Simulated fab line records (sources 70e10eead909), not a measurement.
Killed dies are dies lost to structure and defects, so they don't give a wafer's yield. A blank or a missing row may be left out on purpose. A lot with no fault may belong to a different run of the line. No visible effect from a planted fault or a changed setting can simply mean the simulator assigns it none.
Matching of chambers | flow nand harc | 4 sister chambers for NHARC_A_M0_ETCH_34 on rie diel-04
The step etches the open film in N2/H2, target depth 40 nm, overetch 12 nm, time 43.94 s. 8 wafers are shown with their chamber, then 11 later ones without.

## WAFERS PAIRED WITH THEIR CHAMBERS
wafer  | chamber | drypump motor current A (A) | rf vpp V (V)
L078.6 | 3       | 5.4                         | 427.8
L083.2 | 3       | 5.4                         | 427.0
L084.3 | 2       | 5.5                         | 426.7
L084.4 | 1       | 6.2                         | 430.2
L088.2 | 0       | 5.8                         | 429.7
L088.3 | 1       | 6.2                         | 429.9
L088.4 | 2       | 5.6                         | 427.9
L086.1 | 0       | 5.7                         | 428.8

## WAFERS WITH NO CHAMBER GIVEN
wafer  | drypump motor current A (A) | rf vpp V (V)
L086.3 | 5.4                         | 425.0
L086.5 | 5.5                         | 428.3
L091.1 | 5.5                         | 429.2
L091.2 | 6.2                         | 431.6
L091.6 | 6.2                         | 430.4
L097.1 | 5.4                         | 427.5
L097.2 | 5.6                         | 428.5
L097.5 | 5.6                         | 428.6
L094.2 | 6.2                         | 430.2
L094.4 | 5.6                         | 429.9
L094.6 | 5.7                         | 429.3

## EACH ONE'S CHAMBER
wafer  | from the rows above          | in truth
L086.3 | can't be placed: 3 or 2      | 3
L086.5 | can't be placed: 2 or 3      | 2
L091.1 | can't be placed: 2 or 3 or 0 | 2
L091.2 | 1                            | 1
L091.6 | 1                            | 1
L097.1 | 3                            | 3
L097.2 | can't be placed: 2 or 0      | 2
L097.5 | can't be placed: 2 or 0      | 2
L094.2 | 1                            | 1
L094.4 | can't be placed: 0 or 2      | 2
L094.6 | 0                            | 0
Correctly placed: 5 of 11. Unplaceable from these rows: 6, with the true chamber sitting among the candidates in 6. Wrongly placed: 0.
How it was worked out, from the rows above alone: a wafer's distance from a chamber is the root of the sum, over the readings, of the square of ((its reading less the chamber's mean) divided by the reading's scatter). If the next closest chamber is less than 2 further off than the closest, the wafer can't be placed; otherwise it belongs to the closest. Each chamber's mean is taken over the wafers shown for it. How the scatter is found: for the shown wafers, subtract from each reading the mean of its chamber, square and add these, divide the total by (wafers less chambers), then take the root.
